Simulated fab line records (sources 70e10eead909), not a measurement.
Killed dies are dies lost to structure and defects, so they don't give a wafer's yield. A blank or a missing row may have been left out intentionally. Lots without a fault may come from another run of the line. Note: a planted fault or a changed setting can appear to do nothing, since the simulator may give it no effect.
fab line records	flow nand_harc
record lots=5	wafers=13	last_day=32
route steps=1302 shown P_GATE@145 P_CONTACT@235 END@1302
lots untouched by any fault: they come from a run of this same line in which no faults occurred
start_h: hours from the record's first day to the start of the lot's first wafer shown	wait_h: time in hours since the lot's previous step	" unchanged from the row above	L1.1+2: a single row standing in for several wafers	- no value present, or no start provided	* or withheld: withheld	< > ~ a bound
route shown NAME@n: names a module that has steps shown in the file, with the first one's number in the route	usual: mean/standard deviation taken from wafers without a fault	same: alike in all rows	chamber/n: place in a boat	sites: the reading at each site	_std_site: the standard deviation of these	_edge_site: mean of outer sites minus mean of inner sites	radius_mm: for every site, how far away it sits from the centre of the wafer	mask NAME#n: copy n	behind: the tool/chamber that last shaped the wafer	hold: why the lot went on hold/how many hours it stayed there/how the hold came to an end	device: names the non-switching transistor (n, p or np)	end of line: the tests these same wafers got at the end of their route	a step given without rows: its recipe and nothing more	killed: dies that structure and defects cost at the first sort, which is not the same as the wafer's yield	map: per-die view of a wafer (x killed, . not killed, _ where there is no die)
set.NAME: the setting that was run; set.NAME@STEP: the one run at that earlier step	model.NAME: the simulator's own value behind a step, which no gauge read
certain route steps with their lots: each step a table, each wafer a row
services: when a tool's chamber went out of use (start_h, in hours from the record's first day, below 0 if earlier), for how many hours, and the reason
## steps
# step NHARC_P_GATE_ETCH_104
# recipe target_depth_a=600	time_s=withheld	cf4_flow_sccm=100	chf3_flow_sccm=30	ar_flow_sccm=0	rf_w=500	bias_w=200	chemistry=CF4/CHF3
# step NHARC_P_GATE_HM_OPEN_105
# recipe target_depth_a=3600	o2_flow_sccm=400	cos_flow_sccm=20	ar_flow_sccm=0	rf_w=500	bias_w=300	chemistry=O2/COS
# step NHARC_P_GATE_STRIP_106
# recipe o2_flow_sccm=400	cos_flow_sccm=20	ar_flow_sccm=0	bias_w=0	chemistry=O2/COS
# step NHARC_P_GATE_ETCH_114
# recipe target_depth_a=300	overetch_a=30	time_s=16.5	ion_energy_ev=100	cf4_flow_sccm=80	o2_flow_sccm=20	ar_flow_sccm=0	rf_w=300	bias_w=100	chemistry=CF4/O2
# usual drypump_motor_current_A=5.5/0.35	o2_flow_sccm=20.00/0.063	oes_f_703_au=1.000/0.0046	oes_o_777_au=1.000/0.0043	oes_product_au=0.997/0.0074	rf_vpp_V=198.0/1.5	showerhead_plenum_p_Torr=1.34/0.055	throttle_valve_pct=13.396/0.0088
# same time_s=16.5
lot.wafer	tool	chamber	start_h	wait_h	drypump_motor_current_A	o2_flow_sccm	oes_f_703_au	oes_o_777_au	oes_product_au	rf_hours_counter_h	rf_vpp_V	showerhead_plenum_p_Torr	throttle_valve_pct
L987.1	rie_diel-01	3	-	-	5.8	20.12	0.992	1.005	0.996	5.2	198.4	1.41	13.399
L987.2	"	1	"	"	5.4	19.90	1.007	0.998	1.002	4.4	200.1	1.41	13.382
L987.5	"	0	"	"	4.9	19.95	1.004	1.005	0.989	-	201.3	1.42	13.386
L991.1	rie_diel-01	2	-	-	5.7	19.88	1.003	0.995	0.990	8.2	196.8	1.32	13.390
L991.6	"	2	"	"	5.6	19.94	1.003	1.001	0.979	-	197.7	1.32	13.385
L991.5	"	1	"	"	5.4	20.02	1.000	1.010	0.991	-	198.6	1.41	13.394
L992.3	rie_diel-03	0	-	-	5.3	19.84	0.995	0.996	0.992	0.7	197.7	1.31	13.386
L992.2	"	1	"	"	6.0	20.06	1.002	1.001	0.992	0.9	197.0	1.29	13.394
L992.6	"	0	"	"	5.3	19.87	1.003	1.003	0.985	-	199.2	1.31	13.414
L993.1	rie_diel-11	3	-	-	5.4	19.92	1.000	0.997	0.986	4.0	196.5	1.29	13.401
L993.2	"	0	"	"	5.9	19.97	0.991	1.002	0.996	3.6	199.3	1.35	13.392
L993.6	"	3	"	"	5.4	20.09	0.995	0.994	0.977	-	196.7	1.29	13.405
L102.5	rie_diel-01	3	-	-	5.7	20.10	1.006	0.998	0.987	-	198.7	1.41	13.401
# step NHARC_P_GATE_ETCH_32
# recipe target_depth_a=1500	over_etch_frac=1	over_etch_ion_energy_ev=40	time_s=100.1	hbr_flow_sccm=150	cl2_flow_sccm=50	rf_w=400	icp_w=400	bias_w=100	chemistry=HBr/Cl2
# usual drypump_motor_current_A=5.7/0.46	mfc_cl2_sccm=50.00/0.18	oes_product_au=0.999/0.0069	throttle_valve_pct=26.406/0.0096
# same over_etch_frac=1	time_s=100.1
lot.wafer	tool	chamber	start_h	wait_h	drypump_motor_current_A	mfc_cl2_sccm	oes_product_au	rf_hours_counter_h	throttle_valve_pct
L987.2	rie_si-05	1	102.33	-	5.1	49.99	1.005	0.83	26.395
L987.1	"	2	"	"	6.0	49.53	0.995	0.90	26.412
L987.5	"	1	"	"	5.0	49.77	0.996	-	26.397
L991.1	rie_si-01	3	143.33	-	5.4	49.98	0.996	0.70	26.401
L991.6	"	0	"	"	5.6	50.08	1.005	-	26.403
L991.5	"	1	"	"	6.2	49.90	1.001	-	26.406
L992.2	rie_si-06	0	150.24	-	5.0	49.85	0.986	0.53	26.416
L992.3	"	1	"	"	6.1	49.95	0.988	0.41	26.404
L992.6	"	3	"	"	5.9	49.88	1.003	-	26.406
L993.1	rie_si-06	2	158.46	-	6.0	50.14	0.989	0.46	26.408
L993.2	"	3	"	"	5.9	50.19	1.006	0.58	26.416
L993.6	"	1	"	"	6.2	49.81	0.991	-	26.406
L102.5	rie_si-06	2	246.69	-	6.1	49.71	0.995	-	26.402
# step NHARC_P_GATE_STRIP_108
# recipe o2_flow_sccm=500	ar_flow_sccm=0	bias_w=0	chemistry=O2
# step NHARC_P_GATE_CD_MEAS_33
# usual cd_nm=120.2/1.7
lot.wafer	tool	chamber	start_h	wait_h	cd_nm
L987.1	cd_sem-03	-	102.65	-	118.3
L987.2	"	-	"	"	121.5
L987.5	"	-	"	"	121.6
L991.1	cd_sem-02	-	143.62	-	121.1
L991.5	"	-	"	"	120.6
L991.6	"	-	"	"	119.9
L992.2	cd_sem-03	-	150.56	-	122.4
L992.3	"	-	"	"	122.3
L992.6	"	-	"	"	118.5
L993.1	cd_sem-02	-	158.77	-	122.9
L993.2	"	-	"	"	123.0
L993.6	"	-	"	"	122.5
L102.5	cd_sem-02	-	246.96	-	120.4
# step NHARC_P_GATE_STRIP_35
# recipe time_s=600	temp_c=130	chemistry=SPM
# step NHARC_P_GATE_PRECLEAN_73
# recipe time_s=*	temp_c=50	bath_age_min=0	chemistry=SC1
# step NHARC_P_GATE_SRD_74
# step NHARC_P_GATE_ALD_36
# recipe target_thk_a=200	pulse_time_s=60	ald_cycles=223	temp_c=400	material=SiNx
# step NHARC_P_GATE_ETCHBACK_37
# recipe target_depth_a=345	time_s=17.2	chf3_flow_sccm=50	o2_flow_sccm=10	ar_flow_sccm=200	rf_w=500	bias_w=200	chemistry=CHF3/O2
# step NHARC_P_GATE_STRIP_101
# recipe time_s=20	o2_flow_sccm=500	ar_flow_sccm=0	bias_w=0	chemistry=O2
# usual drypump_motor_current_A=5.5/0.36	o2_flow_sccm=500.0/1.5	oes_product_au=1.000/0.0069	rf_vpp_V=57.8/0.91	showerhead_plenum_p_Torr=3.54/0.14	throttle_valve_pct=17.036/0.0093
# same time_s=20
lot.wafer	tool	chamber	start_h	wait_h	drypump_motor_current_A	o2_flow_sccm	oes_product_au	rf_hours_counter_h	rf_vpp_V	showerhead_plenum_p_Torr	throttle_valve_pct
L987.1	rie_diel-11	1	112.84	0.1	5.9	502.4	1.001	2	58.8	3.52	17.029
L987.2	"	3	"	"	5.4	502.5	0.998	3	58.9	3.41	17.031
L987.5	"	0	"	"	5.9	500.8	1.003	-	59.0	3.55	17.021
L991.1	rie_diel-01	3	153.57	0.1	5.7	502.1	1.009	9	57.7	3.72	17.036
L991.6	"	1	"	"	5.4	500.2	1.000	-	57.8	3.72	17.043
L991.5	"	2	"	"	5.6	500.4	0.990	-	57.0	3.49	17.038
L992.2	rie_diel-03	2	160.70	0.1	5.3	501.6	1.000	2	56.6	3.32	17.042
L992.3	"	3	"	"	5.1	502.0	1.000	2	57.4	3.56	17.034
L992.6	"	3	"	"	5.1	501.4	1.009	-	56.7	3.56	17.035
L993.2	rie_diel-03	1	168.85	0.1	6.0	497.7	0.993	2	56.9	3.40	17.040
L993.1	"	3	"	"	5.1	498.4	1.012	3	58.8	3.56	17.034
L993.6	"	0	"	"	5.3	498.6	0.996	-	58.0	3.46	17.043
L102.5	rie_diel-01	2	257.08	0.1	5.6	499.1	0.998	-	56.8	3.48	17.030
# step NHARC_P_GATE_PRECLEAN_97
# recipe time_s=600	temp_c=120	chemistry=SPM
# step NHARC_P_GATE_SRD_98
# step NHARC_P_GATE_PRECLEAN_99
# recipe time_s=*	temp_c=50	bath_age_min=0	chemistry=SC1
# step NHARC_P_GATE_SRD_100
# step NHARC_P_GATE_DEHYDRATE_38
# recipe temp_c=150	time_s=120
# step NHARC_P_GATE_HMDS_39
# recipe time_s=30
# step NHARC_P_GATE_COAT_40
# recipe spin_rpm=3000
# step NHARC_P_GATE_SOFTBAKE_41
# recipe temp_c=122	time_s=95
# step NHARC_P_GATE_EBR_42
# step NHARC_P_GATE_EXPOSE_43
# recipe na=0.6	target_cd_nm=720	dose_mj=14.81	mask_id=P_NSD
# step NHARC_P_GATE_PEB_44
# recipe peb_temp_c=118	peb_time_s=85
# step NHARC_P_GATE_DEVELOP_45
# recipe time_s=70
# step NHARC_P_GATE_CD_MEAS_46
# recipe target_cd_nm=720	landing_energy_ev=500
# usual cd_nm=720.5/1.2
lot.wafer	tool	chamber	start_h	wait_h	cd_nm
L987.1	cd_sem-01	0	113.76	-	720.5
L987.2	"	0	"	"	719.6
L987.5	"	0	"	"	719.6
L991.1	cd_sem-03	0	154.49	-	721.8
L991.5	"	0	"	"	721.1
L991.6	"	0	"	"	719.9
L992.2	cd_sem-03	0	161.62	-	720.3
L992.3	"	0	"	"	721.5
L992.6	"	0	"	"	720.8
L993.1	cd_sem-03	0	169.64	-	720.8
L993.2	"	0	"	"	719.2
L993.6	"	0	"	"	720.2
L102.5	cd_sem-03	0	258.00	-	718.1
# step NHARC_P_GATE_HARDBAKE_47
# recipe temp_c=125	time_s=80
# step NHARC_P_GATE_DESCUM_48
# recipe time_s=3	o2_flow_sccm=200	ar_flow_sccm=0	bias_power_w=0	chemistry=O2
# usual drypump_motor_current_A=5.6/0.34	o2_flow_sccm=200.0/0.62	oes_product_au=0.998/0.0071	rf_vpp_V=57.8/0.97	showerhead_plenum_p_Torr=1.91/0.078	throttle_valve_pct=11.311/0.0096
# same time_s=3
lot.wafer	tool	chamber	start_h	wait_h	drypump_motor_current_A	o2_flow_sccm	oes_product_au	rf_hours_counter_h	rf_vpp_V	showerhead_plenum_p_Torr	throttle_valve_pct
L987.1	rie_diel-01	1	113.93	-	5.4	199.7	0.995	5.2	57.2	2.02	11.306
L987.2	"	2	"	"	5.7	199.8	0.991	5.7	58.1	1.89	11.307
L987.5	"	1	"	"	5.4	199.2	0.992	-	57.9	2.02	11.297
L991.1	rie_diel-11	1	154.67	-	6.0	199.1	0.991	3.5	58.3	1.90	11.301
L991.6	"	0	"	"	5.9	200.5	0.989	-	56.7	1.93	11.324
L991.5	"	1	"	"	6.0	200.7	0.991	-	57.9	1.90	11.295
L992.2	rie_diel-11	2	161.79	-	5.8	199.6	1.002	4.0	56.2	1.84	11.306
L992.3	"	3	"	"	5.4	200.7	0.984	4.0	58.1	1.85	11.324
L992.6	"	1	"	"	6.0	199.8	0.997	-	57.5	1.90	11.310
L993.1	rie_diel-01	2	169.80	-	5.7	199.8	0.998	8.8	58.9	1.89	11.315
L993.2	"	1	"	"	5.3	200.5	1.000	7.3	57.7	2.02	11.329
L993.6	"	3	"	"	5.7	200.4	0.995	-	58.8	2.03	11.325
L102.5	rie_diel-03	2	258.21	-	5.3	199.3	0.998	-	56.4	1.79	11.301
# step NHARC_P_GATE_IMPLANT_49
# recipe energy_kev=30	dose_cm2=3e+15	tilt_deg=7
# step NHARC_P_GATE_STRIP_111
# recipe power_w=1500	temp_c=110	time_s=250	chemistry=N2/H2
# usual drypump_motor_current_A=6.1/0.46	heater_power_w=85/6.2	rf_refl_power_W=26/8.9
# same time_s=250
lot.wafer	tool	chamber	start_h	wait_h	drypump_motor_current_A	heater_power_w	rf_hours_counter_h	rf_refl_power_W
L987.1	plasma_asher-02	1	114.29	0.2	5.7	80	7	38
L987.2	"	0	"	"	6.6	91	7	17
L987.5	"	0	"	"	6.6	89	-	17
L991.1	plasma_asher-02	1	155.68	0.2	5.7	82	16	40
L991.6	"	0	"	"	6.6	90	-	17
L991.5	"	1	"	"	5.7	80	-	39
L992.2	plasma_asher-02	1	162.14	0.2	5.7	77	17	38
L992.3	"	0	"	"	6.6	89	-	17
L992.6	"	0	"	"	6.6	89	-	17
L993.1	plasma_asher-02	0	170.17	0.2	6.6	90	19	17
L993.2	"	1	"	"	5.7	81	19	37
L993.6	"	1	"	"	5.7	80	-	36
L102.5	plasma_asher-02	1	258.72	0.3	5.7	78	-	38
# step NHARC_P_GATE_STRIP_75
# recipe power_w=1500	temp_c=250	chemistry=O2
# usual drypump_motor_current_A=6.1/0.46	heater_power_w=315/23	rf_refl_power_W=26/8.8
lot.wafer	tool	chamber	start_h	wait_h	drypump_motor_current_A	heater_power_w	rf_hours_counter_h	rf_refl_power_W
L987.1	plasma_asher-02	1	114.59	0.3	5.7	296	7	38
L987.2	"	0	"	"	6.6	334	7	17
L987.5	"	0	"	"	6.6	339	-	17
L991.1	plasma_asher-02	1	155.94	0.2	5.7	303	16	38
L991.6	"	0	"	"	6.6	338	-	17
L991.5	"	1	"	"	5.7	298	-	37
L992.2	plasma_asher-02	1	162.45	0.3	5.7	299	17	35
L992.3	"	0	"	"	6.6	340	-	17
L992.6	"	0	"	"	6.6	338	-	17
L993.1	plasma_asher-02	0	170.47	0.3	6.6	336	20	17
L993.2	"	1	"	"	5.7	302	20	36
L993.6	"	1	"	"	5.7	304	-	38
L102.5	plasma_asher-02	1	258.87	0.1	5.7	287	-	38
# step NHARC_P_GATE_STRIP_50
# recipe time_s=900	temp_c=130	chemistry=SPM
# step NHARC_P_GATE_DEHYDRATE_51
# recipe temp_c=150	time_s=120
# step NHARC_P_GATE_HMDS_52
# recipe time_s=30
# step NHARC_P_GATE_COAT_53
# recipe spin_rpm=3000
# step NHARC_P_GATE_SOFTBAKE_54
# recipe temp_c=122	time_s=95
# step NHARC_P_GATE_EBR_55
# step NHARC_P_GATE_EXPOSE_56
# recipe na=0.6	target_cd_nm=720	dose_mj=14.81	mask_id=P_PSD
# step NHARC_P_GATE_PEB_57
# recipe peb_temp_c=118	peb_time_s=85
# step NHARC_P_GATE_DEVELOP_58
# recipe time_s=70
# step NHARC_P_GATE_CD_MEAS_59
# recipe target_cd_nm=720	landing_energy_ev=500
# usual cd_nm=719.4/1.4
lot.wafer	tool	chamber	start_h	wait_h	cd_nm
L987.1	cd_sem-03	0	115.51	-	719.9
L987.2	"	0	"	"	720.2
L987.5	"	0	"	"	721.7
L991.1	cd_sem-02	0	156.86	-	718.5
L991.5	"	0	"	"	720.6
L991.6	"	0	"	"	720.2
L992.2	cd_sem-02	0	163.26	-	720.3
L992.3	"	0	"	"	718.8
L992.6	"	0	"	"	716.9
L993.1	cd_sem-03	0	171.27	-	719.6
L993.2	"	0	"	"	719.7
L993.6	"	0	"	"	718.5
L102.5	cd_sem-02	0	259.75	-	719.3
# step NHARC_P_GATE_HARDBAKE_60
# recipe temp_c=125	time_s=80
# step NHARC_P_CONTACT_DESCUM_17
# recipe time_s=3	o2_flow_sccm=200	ar_flow_sccm=0	bias_power_w=0	chemistry=O2
# usual drypump_motor_current_A=5.8/0.57	o2_flow_sccm=200.0/0.63	oes_product_au=1.000/0.0083	rf_vpp_V=57.8/0.93	showerhead_plenum_p_Torr=1.88/0.058	throttle_valve_pct=11.311/0.0096
# same time_s=3
lot.wafer	tool	chamber	start_h	wait_h	hold	drypump_motor_current_A	o2_flow_sccm	oes_product_au	rf_hours_counter_h	rf_vpp_V	showerhead_plenum_p_Torr	throttle_valve_pct
L987.1	rie_diel-06	1	122.16	0.1	-	6.6	199.4	0.999	4.6	58.1	1.87	11.312
L987.2	"	2	"	"	-	6.5	200.4	1.002	5.0	56.4	1.79	11.295
L987.5	"	0	"	"	-	5.4	200.1	0.994	-	56.9	1.85	11.320
L991.1	rie_diel-12	3	163.32	0.1	-	5.7	199.9	1.008	3.1	58.9	1.85	11.304
L991.5	"	2	"	"	-	5.7	199.4	1.004	-	58.7	1.97	11.290
L991.6	"	3	"	"	-	5.8	200.3	1.006	-	56.6	1.85	11.315
L992.2	rie_diel-06	3	169.74	0.1	-	6.6	199.2	1.001	0.8	59.2	1.96	11.303
L992.3	"	0	"	"	-	5.4	200.2	0.992	0.9	57.2	1.85	11.298
L992.6	"	2	"	"	-	6.5	200.2	0.987	-	57.4	1.79	11.310
L993.1	rie_diel-10	2	177.79	0.1	-	6.1	199.4	1.005	3.3	57.3	1.82	11.317
L993.2	"	1	"	"	-	5.1	200.6	1.009	3.4	57.3	1.89	11.311
L993.6	"	2	"	"	-	6.1	200.0	1.007	-	55.8	1.82	11.298
L102.5	rie_diel-12	1	268.37	1.5	await_dispo/1.4h/release	5.5	199.6	1.013	-	58.3	1.78	11.316
# step NHARC_END_SORT_01
# recipe temp_c=25
# usual killed_at_array=53/21	killed_at_other=1.0/1.3	killed_at_periphery=3.8/2.4	killed_dies=58/21	killed_open=3.4/1.9	killed_short=2.4/1.5
# same gross_dies=677
lot.wafer	tool	chamber	start_h	wait_h	killed_at_array	killed_at_other	killed_at_periphery	killed_dies	killed_open	killed_short
L102.5	prober-01	0	757.94	3.7	21	0	48	69	3	2
# killed by level:class
L102.5 P_GATE:unspecified=44 A_CHANNEL_HOLE_D1:chamber_film_flake=6 A_SLIT:chamber_film_flake=4 A_STAIRCASE:chamber_film_flake=2 A_WL_FILL:chamber_film_flake=2 P_M0:geometric_particle:short=1 A_ONON_D1:geometric_particle:open=1 A_CHANNEL_FILL_D1:geometric_particle:open=1
# map L102.5 (x killed, . not)
____________.____________
_________......._________
_______..........._______
______.............______
_____..............._____
____...............x.____
____...............x.____
___...................___
___..x................___
__.....................__
__.....................__
_.x...x................._
_......................._
_.....x................._
_....x.................._
_.....x................._
.......x.................
......x..................
.........................
.......x.................
.......x......xx........x
_......................._
_......................._
_................x......_
_......................._
_..................x...._
__................xxxxx__
__............x..xxxxxx__
___...............xxxx___
___...x.........xxxxxx___
____..........xxxxxxx____
____..x........xxxxxx____
_____.........x.xxxx_____
______xxx.......xxx______
_______xx.......xx_______
_________......._________
____________.____________
# map L991.1 (x killed, . not)
____________x____________
_________.xxxxx._________
_______....xxxxx.x_______
______...xx..xx....______
_____......x.xxxx..._____
____.................____
____..........xx.....____
___......x.x....x.....___
___...................___
__x....................__
__..x..................__
_..x.....x.............._
_x......xx.............._
_......xx..............._
_......xxx.............._
_...x.xxxxxx...........x_
......xxxx...............
......xxxx...............
......xx.xx..............
.......x..x..x...........
....................x....
_.......x..............._
_......................._
_....x.................._
_......................._
_......................._
__xx....x..............__
__....x..x.............__
___.....x......x......___
___...................___
____...x.....x.......____
____...x...x..x......____
_____......x...x.x.._____
______xx...........______
_______..........._______
_________......._________
____________.____________
## services
tool	chamber	start_h	hours	kind
rie_si-06	1	78.28	7.4	repair
rie_diel-11	-	78.53	9.0	pm
rie_diel-01	3	87.55	2.7	repair
rie_diel-12	-	91.40	9.0	pm
rie_diel-03	-	104.30	9.0	pm
rie_diel-06	-	130.20	9.0	pm
rie_diel-03	2	140.20	8.8	repair
rie_diel-03	0	140.22	7.3	repair
rie_diel-12	1	149.45	3.0	repair
rie_diel-12	1	169.77	3.3	repair
rie_si-06	0	174.39	6.8	repair
rie_diel-11	1	179.52	4.2	repair
rie_diel-12	2	184.76	5.8	repair
rie_diel-11	3	189.08	8.6	repair
rie_diel-01	-	196.79	0.6	repair
rie_diel-11	3	202.24	6.2	repair
rie_diel-01	-	203.83	9.0	pm
rie_si-06	1	236.49	3.0	repair
rie_diel-06	2	241.08	2.8	repair
rie_si-06	0	241.95	3.2	repair
rie_si-06	-	249.00	9.0	pm
plasma_asher-02	-	249.29	9.0	pm
rie_diel-11	-	255.53	9.0	pm
rie_diel-01	3	260.05	2.4	repair
## key
first_sign step=NHARC_END_SORT_01	reading=killed_at_periphery	direction=up	sigmas=18	usual=3.8	struck=48
more_kills_born_at NHARC_P_GATE_STRIP_101@rie_diel-01=43
met_at NHARC_P_GATE_STRIP_101
struck_wafers L102.5
tester_left_out L102
onset_between 153.57 257.08
also_fits time
fault kind=chamber_particle_source	tool=rie_diel-01	chamber=2	onset_h=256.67	steps=NHARC_P_GATE_STRIP_101	rate_per_visit_cm2=0.4416	end_h=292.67
# tester_left_out: of these lots the tester's yield and bins aren't shown, on N5 and GAA mostly nor the transistor test; their killed dies are dies lost to structure and defects alone, not to doping, threshold or leakage, so they don't give the yield
